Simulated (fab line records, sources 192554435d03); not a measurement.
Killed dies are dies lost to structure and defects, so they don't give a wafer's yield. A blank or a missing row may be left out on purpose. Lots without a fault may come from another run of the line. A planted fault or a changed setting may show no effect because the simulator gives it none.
One fault seen from 2 desks | flow n5_finfet | each desk has only its own numbers; what lay behind them comes last

THE TOOL OWNER'S DESK: rie_diel-03
The tool's own readings at N5_HKMG_FIN_ETCH_55 (etches SOC in N2/H2, target depth 240 nm, time 300 s): means of the sampled wafers that have a number, for each lot that ran on this tool. A lot is out of limits, marked OUT, if its mean lies more than 4 standard deviations from the usual mean; the brackets give that distance.
Columns: A = bias_w at N5_HKMG_FIN_ETCH_55, usual 150.1 W; B = drypump_motor_current_A at N5_HKMG_FIN_ETCH_55, usual 5.7 A; C = oes_product_au at N5_HKMG_FIN_ETCH_55, usual 0.79 a.u.; D = rf_vpp_V at N5_HKMG_FIN_ETCH_55, usual 523 V; E = showerhead_plenum_p_Torr at N5_HKMG_FIN_ETCH_55, usual 2.53 Torr; F = throttle_valve_pct at N5_HKMG_FIN_ETCH_55, usual 17.79 %
lot  | first seen here | A               | B   | C    | D              | E    | F
L586 | day 5 05:58     | 150.6           | 5.5 | 0.79 | 523            | 2.47 | 17.81
L588 | day 5 16:44     | 150.2           | 5.3 | 0.80 | 522            | 2.48 | 17.78
L589 | day 6 04:23     | 163.7 (+28) OUT | 5.5 | 0.81 | 551 (+9.1) OUT | 2.47 | 17.84
L593 | day 7 02:00     | 163.7 (+28) OUT | 5.3 | 0.85 | 554 (+9.9) OUT | 2.56 | 17.71
This desk's finding: out of limits on L589, L593; first on L589, day 6 04:23 (bias_w at N5_HKMG_FIN_ETCH_55). In limits: L586, L588.

THE METROLOGY DESK
What the gauges read, lot by lot, whatever tool the lot ran on: means of the sampled wafers that have a number. A lot is out of limits, marked OUT, if its mean lies more than 4 standard deviations from the usual mean; the brackets give that distance. Of its 10 readings 7 are shown: those that lie furthest out on some lot.
Columns: A = DIBL_N at N5_BEOL_M4_RC_MEAS_101, usual 35.0 mV/V; B = DIBL_P at N5_BEOL_M4_RC_MEAS_101, usual 35.4 mV/V; C = IOFF_N at N5_BEOL_M4_RC_MEAS_101, usual 0.14 nA/um; D = IOFF_P at N5_BEOL_M4_RC_MEAS_101, usual 0.20 nA/um; E = SS_N at N5_BEOL_M4_RC_MEAS_101, usual 71.2 mV/dec; F = SS_P at N5_BEOL_M4_RC_MEAS_101, usual 73.1 mV/dec; G = VT_N at N5_BEOL_M4_RC_MEAS_101, usual 252 mV
lot  | first seen here | A    | B    | C    | D    | E    | F    | G
L581 | day 8 04:15     | 33.2 | 35.0 | 0.13 | 0.20 | 70.3 | 72.8 | 249
L584 | day 8 14:15     | 37.9 | 38.5 | 0.21 | 0.25 | 71.8 | 74.1 | 246
L585 | day 8 17:31     | 40.7 | 43.0 | 0.27 | 0.34 | 72.8 | 75.1 | 243
L586 | day 9 04:11     | 34.7 | 34.8 | 0.16 | 0.21 | 71.2 | 73.0 | 250
L588 | day 9 12:47     | 36.3 | 36.3 | 0.15 | 0.23 | 71.3 | 73.5 | 251
L589 | day 10 06:08    | 34.7 | 36.1 | 0.14 | 0.20 | 71.3 | 73.0 | 250
L593 | day 10 22:53    | 34.1 | 35.8 | 0.14 | 0.20 | 71.1 | 73.1 | 251
L597 | day 11 16:36    | 32.5 | 32.4 | 0.11 | 0.18 | 70.5 | 71.9 | 255
L603 | day 13 14:25    | 34.7 | 37.8 | 0.15 | 0.21 | 71.7 | 73.5 | 248
L604 | day 13 23:25    | 34.2 | 35.0 | 0.12 | 0.18 | 70.8 | 73.2 | 254
This desk's finding: nothing out of limits on any of the 10 lots.

PUT TOGETHER
The tool owner's desk could have raised an alarm at day 6 04:23, on L589, L593.
The metrology desk saw nothing out of limits.
The metrology desk has L589, L593 on record, within its limits.
Of the lots named, all ran N5_HKMG_FIN_ETCH_55 on rie_diel-03.

WHAT THE SIMULATOR HAD PUT IN
Process parameter drift: rie_diel-03, from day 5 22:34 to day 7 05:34, at N5_HKMG_FIN_ETCH_55. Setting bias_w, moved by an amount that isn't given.
Lots struck among those shown: L589, L593.
Hours from the fault's start to each desk's first reading out of limits: the tool owner's desk, 6.
